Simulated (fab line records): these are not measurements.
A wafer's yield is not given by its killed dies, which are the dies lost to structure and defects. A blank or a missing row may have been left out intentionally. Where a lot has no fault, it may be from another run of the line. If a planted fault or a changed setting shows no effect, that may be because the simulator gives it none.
The tool behind it: which one? -- flow nand harc -- 11 lots with 33 wafers sampled at 7 steps, on a route of 1302 steps

== WHAT THE GAUGES SHOWED, per wafer ==
NHARC_P_CONTACT_CD_MEAS_12 targets a cd of 90 nm.
lot,measured,on,cd nm (nm)
L960,day 6 03:26,cd sem-03,91.3 91.4 91.7
L961,day 6 11:08,cd sem-01,89.5 89.7 88.8
L962,day 6 16:40,cd sem-02,90.6 89.5 89.8
L964,day 7 13:06,cd sem-01,89.0 89.7 89.2
L965,day 8 01:48,cd sem-03,91.2 89.8 90.7
L971,day 10 16:05,cd sem-02,79.6 80.1 79.3
L973,day 11 04:16,cd sem-03,81.2 81.1 82.5
L976,day 12 15:00,cd sem-02,89.8 88.7 91.4
L978,day 13 06:28,cd sem-03,89.0 89.2 89.3
L979,day 13 18:04,cd sem-01,90.5 90.2 91.5
L983,day 15 07:53,cd sem-02,88.6 89.9 88.6

NHARC_P_CONTACT_CD_MEAS_19.
lot,measured,on,cd nm (nm)
L960,day 6 04:30,cd sem-03,90.0 90.1 95.5
L961,day 6 12:12,cd sem-02,88.7 90.3 89.1
L962,day 6 17:44,cd sem-01,86.6 93.0 87.8
L964,day 7 14:09,cd sem-02,89.6 85.7 88.0
L965,day 8 02:52,cd sem-01,92.3 88.9 88.8
L971,day 10 17:08,cd sem-02,81.7 80.8 82.2
L973,day 11 05:20,cd sem-01,79.8 82.4 82.6
L976,day 12 16:04,cd sem-03,89.4 89.4 87.6
L978,day 13 07:32,cd sem-03,92.8 84.3 88.7
L979,day 13 19:07,cd sem-02,87.4 93.7 90.3
L983,day 15 09:06,cd sem-03,87.9 87.2 90.6

NHARC_END_SORT_01.
lot,measured,on,killed at array,killed at other,killed at periphery,killed dies,killed open,killed short
L971,day 29 21:07,prober-02,41 34 39,0 2 0,6 6 3,47 42 42,5 3 1,3 5 1
L973,day 30 09:29,prober-01,58 53 56,2 0 1,21 13 6,81 66 63,1 5 6,1 1 5

== EACH LOT AND THE TOOL THAT RAN IT (in order: tool; ch and the chambers of the sampled wafers; start) ==
lot,NHARC_P_GATE_RTA_64,NHARC_P_CONTACT_PEB_10,NHARC_P_CONTACT_ETCH_36,NHARC_P_CONTACT_PVD_32
L960,"rtp anneal-01 ch 0, day 6 00:32","litho track-04 ch 0, day 6 03:22","rie diel-05 ch 0,1,2, day 6 04:30 or earlier","pvd sputter-03, no start"
L961,"rtp anneal-01 ch 0, day 6 08:16","litho track-06 ch 0, day 6 11:04","rie diel-07 ch 0,1, day 6 12:12 or earlier","pvd sputter-02, no start"
L962,"rtp anneal-01 ch 0, day 6 13:52","litho track-06 ch 0, day 6 16:35","rie diel-05 ch 1,2,3, day 6 17:44 or earlier","pvd sputter-03, no start"
L964,"rtp anneal-01 ch 0, day 7 10:07","litho track-06 ch 0, day 7 13:01","rie diel-11 ch 0,3, day 7 14:09 or earlier","pvd sputter-03, no start"
L965,"rtp anneal-01 ch 0, day 7 22:56","litho track-04 ch 0, day 8 01:43","rie diel-07 ch 0,3, day 8 02:52 or earlier","pvd sputter-01, no start"
L971,"rtp anneal-02 ch 0, day 10 13:02","litho track-04 ch 0, day 10 15:59","rie diel-07 ch 2,3, day 10 17:08 or earlier","pvd sputter-02, day 29 21:07 or earlier"
L973,"rtp anneal-01 ch 0, day 10 23:59","litho track-04 ch 0, day 11 04:11","rie diel-11 ch 1,2,3, day 11 05:20 or earlier","pvd sputter-02, day 30 09:29 or earlier"
L976,"rtp anneal-01 ch 0, day 12 12:17","litho track-01 ch 0, day 12 14:55","rie diel-11 ch 0,2,3, day 12 16:04 or earlier","pvd sputter-01, no start"
L978,"rtp anneal-01 ch 0, day 13 03:43","litho track-01 ch 0, day 13 06:23","rie diel-05 ch 0,2,3, day 13 07:32 or earlier","pvd sputter-01, no start"
L979,"rtp anneal-02 ch 0, day 13 15:13","litho track-01 ch 0, day 13 17:59","rie diel-05 ch 1,2,3, day 13 19:07 or earlier","pvd sputter-01, no start"
L983,"rtp anneal-02 ch 0, day 15 05:04","litho track-06 ch 0, day 15 07:49","rie diel-07 ch 1,2, day 15 09:06 or earlier","pvd sputter-03, no start"
- NHARC_P_GATE_RTA_64: time 1 s.
- NHARC_P_CONTACT_PEB_10: peb time 65 s.
- NHARC_P_CONTACT_ETCH_36: etches the open film in N2/H2, target depth 260 nm, time 406.25 s.
- NHARC_P_CONTACT_PVD_32: deposits Ti, target thk 5 nm, time 17.7 s.

== AS READ BY THE TOOLS THEMSELVES (means over the sampled wafers that have a number; for cases with no such wafer, the mark the record gives instead) ==
NHARC_P_GATE_RTA_64.
lot,tool,lamp power pct (%),wafer_temp_C_max
L960,rtp anneal-01,30.53,1055.1
L961,rtp anneal-01,30.41,1054.5
L962,rtp anneal-01,30.55,1054.9
L964,rtp anneal-01,30.53,1055.0
L965,rtp anneal-01,30.52,1054.4
L971,rtp anneal-02,30.08,1055.6
L973,rtp anneal-01,30.54,1056.0
L976,rtp anneal-01,30.50,1055.9
L978,rtp anneal-01,30.48,1054.3
L979,rtp anneal-02,30.12,1055.1
L983,rtp anneal-02,30.08,1054.1

NHARC_P_CONTACT_PEB_10.
lot,tool,heater power total W (W)
L960,litho track-04,156.7
L961,litho track-06,156.8
L962,litho track-06,156.9
L964,litho track-06,156.7
L965,litho track-04,156.4
L971,litho track-04,183.5
L973,litho track-04,183.6
L976,litho track-01,156.5
L978,litho track-01,156.9
L979,litho track-01,157.1
L983,litho track-06,156.3

NHARC_P_CONTACT_ETCH_36.
lot,tool,drypump motor current A (A),oes product au (a.u.),rf vpp V (V),showerhead plenum p Torr (Torr),throttle valve pct (%)
L960,rie diel-05,5.78,1.003,433.4,2.14,14.171
L961,rie diel-07,5.68,0.985,431.3,2.08,14.173
L962,rie diel-05,5.70,1.009,431.8,2.10,14.182
L964,rie diel-11,6.10,1.004,431.5,2.08,14.176
L965,rie diel-07,5.65,0.990,431.1,2.05,14.176
L971,rie diel-07,6.05,1.011,433.2,2.10,14.168
L973,rie diel-11,5.53,0.992,428.3,2.00,14.171
L976,rie diel-11,5.86,0.997,430.3,2.05,14.170
L978,rie diel-05,5.63,1.012,432.1,2.10,14.176
L979,rie diel-05,5.68,0.999,431.6,2.09,14.172
L983,rie diel-07,6.11,0.995,433.3,2.14,14.173

NHARC_P_CONTACT_PVD_32.
lot,tool,throttle valve pct (%)
L960,pvd sputter-03,29.7
L961,pvd sputter-02,29.6
L962,pvd sputter-03,29.9
L964,pvd sputter-03,30.2
L965,pvd sputter-01,30.0
L971,pvd sputter-02,29.3
L973,pvd sputter-02,29.1
L976,pvd sputter-01,30.5
L978,pvd sputter-01,30.9
L979,pvd sputter-01,30.0
L983,pvd sputter-03,30.6

== THE ANSWER, worked out from the rows above alone ==
Rule: the lots themselves supply what counts as usual. The widest of any qualifying gaps counts: lots, ordered by their means at a reading, are off when they make up no more than a third of the lots, leave a main group of 4 or more, and stand apart from it by 3 or more times the standard deviation of that group's means. The tables above print the reading to a certain number of digits; a main group whose means all agree to those digits is not used. Also off: a lot with no number at a reading for which 4 or more lots have one. The other lots that the step has rows for count as sound. First the gauges in route order, then the tools' own readings, where a lot's mean is used as printed above. At the first step where some lot is off, the reading lying furthest off is the one used; lots without a number count as furthest.
Off: L971, L973, at NHARC_P_CONTACT_CD_MEAS_12 (cd nm). Mean 89.9 nm and standard deviation 0.79 in the main group.
A tool fits if, at a process step before that reading, it ran every lot that is off, and no sound lot after the first of them. Not tried: the gauges at NHARC_P_CONTACT_CD_MEAS_12; whatever is off there is also off at NHARC_P_CONTACT_PEB_10, on other tools, and gauge error can't account for it. One candidate fits, namely litho track-04 at NHARC_P_CONTACT_PEB_10. Its last sound lot is L965 (day 8 01:43), its first lot that is off L971 (day 10 15:59): a fault that began between those two fits.
On the lots that are off, the tool's own readings at NHARC_P_CONTACT_PEB_10 differ by more than 5 times the standard deviation of the sound lots' means, which bears it out; heater power total W reads 183.6 W there versus 156.7 W on the sound lots.

== WHAT WAS PUT IN BY THE SIMULATOR ==
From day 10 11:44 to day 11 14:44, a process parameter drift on litho track-04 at NHARC_P_CONTACT_PEB_10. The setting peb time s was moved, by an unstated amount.
Struck lots among those shown: L971, L973. The rule given above showed the same thing.
